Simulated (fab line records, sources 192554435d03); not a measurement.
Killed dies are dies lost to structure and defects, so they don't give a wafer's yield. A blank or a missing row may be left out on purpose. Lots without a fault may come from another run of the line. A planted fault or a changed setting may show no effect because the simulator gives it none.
A struck lot beside a sound one | flow n5_finfet | 23 steps out of a route of 1938
Sound: wafers L802.1, L802.2, L802.6. Struck: wafers L793.3, L793.5, L793.6. The cause comes at the end.
At each step with rows: each side's tool, then ch and its chambers, then its first start. Under that, the readings that differ: sound wafers | struck wafers | difference of the means | sigmas: that difference in standard deviations of wafers without a fault.
alike: readings whose means differ by less than 2 such deviations, and words and numbers that are the same on both sides. not compared: withheld readings, readings that some wafer has no value for, bounds like >300 that may hide the same value, and numbers for which the record gives no deviation and whose values overlap.
The two part at a step that has a row with sigmas, a row that says differs or no value, or rows on one side only. Numbers that don't overlap but have no deviation are shown without sigmas and don't part them. A reading that every wafer of one side lacks parts them only if that side has two wafers or more.

first, 10 steps without rows for these wafers: N5_BEOL_M0_SAQP_DESCUM_19 (chemistry O2, time 7.9 s); N5_BEOL_M0_SAQP_ETCH_83 (etches SiARC in CF4, target depth 39 nm, time 65 s); N5_BEOL_M0_SAQP_ETCH_84 (etches SOC in N2/H2, target depth 100 nm, overetch 20 nm, time 150 s); N5_BEOL_M0_SAQP_STRIP_80 (strips in N2/H2); N5_BEOL_M0_SAQP_HM_OPEN_112 (chemistry CHF3/O2, target SiO2, stops on a-Si, target depth 12 nm, time 13.5 s); N5_BEOL_M0_SAQP_STRIP_113 (strips in CHF3/O2); N5_BEOL_M0_SAQP_MANDREL_ETCH_20 (etches a-Si in HBr/Cl2, stops on SiNx, target depth 60 nm, bt time 10 s, time 30 s); N5_BEOL_M0_SAQP_STRIP_86 (strips in N2/H2); N5_BEOL_M0_SAQP_STRIP_115 (strips in post etch residue remover, time 60 s); N5_BEOL_M0_SAQP_SRD_93 (time 30 s).
N5_BEOL_M0_SAQP_RECESS_114: chemistry HF/NH3, target SiO2, target depth 14.4 nm, afs cycles 3, sublimation time 60 s.
  sound on vapor_etch-01 ch 0,1, day 10 18:20; struck on vapor_etch-02 ch 0,1, day 8 16:55
  no value came back on the struck wafers for afs_cycles, drypump_motor_current_A (A); on the sound wafers afs_cycles reads 3 3 3
  reading                                           | sound          | struck         | difference | sigmas
  model.SiO2_of_BEOL_M0_SAQP_HM_DEP_111.thk_nm (nm) | 0 0 0          | 11.8 11.8 11.8 | +11.8      |
  model.SiNx_of_BEOL_M0_SAQP_PECVD_97.thk_nm (nm)   | 15.6 15.6 15.6 | 17.6 18.4 17.8 | +2.3       |
then, 8 steps without rows for these wafers: N5_BEOL_M0_SAQP_SPACER1_ALD_98 (deposits SiO2, target thk 12.8 nm, pulse time 1 s, purge time 2 s); N5_BEOL_M0_SAQP_SPACER1_ETCHBACK_99 (etches SiO2 in CHF3/O2, target depth 15.4 nm, time 7.7 s); N5_BEOL_M0_SAQP_MANDREL1_REMOVE_100 (chemistry HBr/Cl2/O2, target a-Si, stops on SiNx, bt time 10 s); N5_BEOL_M0_SAQP_ETCH_101 (etches SiNx in CH3F/O2, target depth 29.9 nm, time 42.7 s); N5_BEOL_M0_SAQP_ETCH_102 (etches SiO2 in CF4, target depth 4 nm, time 4.4 s); N5_BEOL_M0_SAQP_MANDREL_ETCH_103 (etches a-Si in HBr/Cl2, stops on SiCN, target depth 45 nm, bt time 10 s, time 27 s); N5_BEOL_M0_SAQP_RECESS_104 (chemistry HF/NH3, target SiO2, target depth 18 nm, afs cycles 3, sublimation time 60 s); N5_BEOL_M0_SAQP_COAT_105 (time 60 s, resist thk 100 nm).
N5_BEOL_M0_SAQP_ETCH_106: etches SOC in N2/H2, stops on SiNx, target depth 150 nm.
  sound on rie_diel-05 ch 0,1,3, day 10 20:08; struck on rie_diel-05 ch 0,2,3, day 8 19:23
  reading                                         | sound        | struck         | difference | sigmas
  model.SiNx_of_BEOL_M0_SAQP_PECVD_97.thk_nm (nm) | 15.2 15.2 15 | 17.2 17.8 17.4 | +2.3       |
  alike: drypump_motor_current_A, oes_product_au, rf_vpp_V, showerhead_plenum_p_Torr, throttle_valve_pct
  not compared: rf_hours_counter_h
then, 1 step without rows for these wafers: N5_BEOL_M0_SAQP_ETCH_107 (etches SiNx in CH3F/O2, target depth 30 nm).
N5_BEOL_M4_RC_MEAS_101:
  the record has rows for the sound wafers here (prober-01 ch 0, day 13 09:58) and none for the struck ones
-- the record jumps here: 7 days lie between the struck wafers' starts before and after (it left off in module BEOL_M4 and takes up again in module PASSIVATION, whose first step shown is number 1936 of the route) --
N5_PASSIVATION_PROBE_49:
  the record has rows for the struck wafers here (prober-01, day 15 16:35) and none for the sound ones

WHERE THEY PART
First at N5_BEOL_M0_SAQP_RECESS_114; last, within this record, at N5_PASSIVATION_PROBE_49.

WHY: what the simulator had put in
Skipped step whole: vapor_etch-02, from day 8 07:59 on, at N5_BEOL_M0_SAQP_RECESS_114. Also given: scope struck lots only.
